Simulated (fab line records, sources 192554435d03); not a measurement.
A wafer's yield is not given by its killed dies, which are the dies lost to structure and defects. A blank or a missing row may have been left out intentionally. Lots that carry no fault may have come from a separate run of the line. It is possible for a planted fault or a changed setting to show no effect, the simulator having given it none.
Matching of chambers    flow n5 finfet    4 sister chambers for N5_GATE_CUT_ETCH_36 on rie diel-01
The step etches SiARC in CF4, target depth 13 nm, time 21.7 s. 8 wafers are shown with their chamber, then 10 later ones without.

## WAFERS, EACH WITH ITS CHAMBER
wafer   chamber  showerhead plenum p Torr (Torr)  drypump motor current A (A)
L079.1  0        2.01                             5.4
L079.4  1        2.07                             5.1
L081.2  0        2.01                             5.3
L086.1  3        2.21                             5.6
L086.2  2        2.09                             5.5
L086.3  1        2.06                             5.1
L088.1  2        2.09                             5.4
L088.3  3        2.21                             5.6

## WAFERS WITHOUT THEIR CHAMBER
wafer   showerhead plenum p Torr (Torr)  drypump motor current A (A)
L088.5  2.21                             5.6
L090.1  2.06                             5.1
L090.2  2.09                             5.4
L090.6  2.06                             5.1
L096.1  2.21                             5.6
L096.3  2.26                             5.3
L096.5  2.06                             5.1
L097.1  2.08                             5.5
L097.4  2.26                             5.3
L097.5  2.06                             5.1

## WHICH CHAMBER EACH WENT THROUGH
wafer    from the rows above   in truth
L088.5   3                     3
L090.1   1                     1
L090.2   2                     2
L090.6   1                     1
L096.1   3                     3
L096.3   3                     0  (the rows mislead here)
L096.5   1                     1
L097.1   2                     2
L097.4   3                     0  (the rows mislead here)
L097.5   1                     1
Correctly placed: 8 of 10. From these rows, 0 cannot be placed. Placed wrongly: 2.
How it was worked out, from the rows above alone: a wafer's distance from a chamber is the root of the sum, over the readings, of the square of ((its reading less the chamber's mean) divided by the reading's scatter). The wafer belongs to the nearest chamber; if the next one is less than 2 further off, it can't be placed. For every chamber, the mean is computed from those of its wafers that are shown. The scatter: take each reading less its chamber's mean, square it, sum over the shown wafers, divide by the number of wafers less the number of chambers, and take the root.
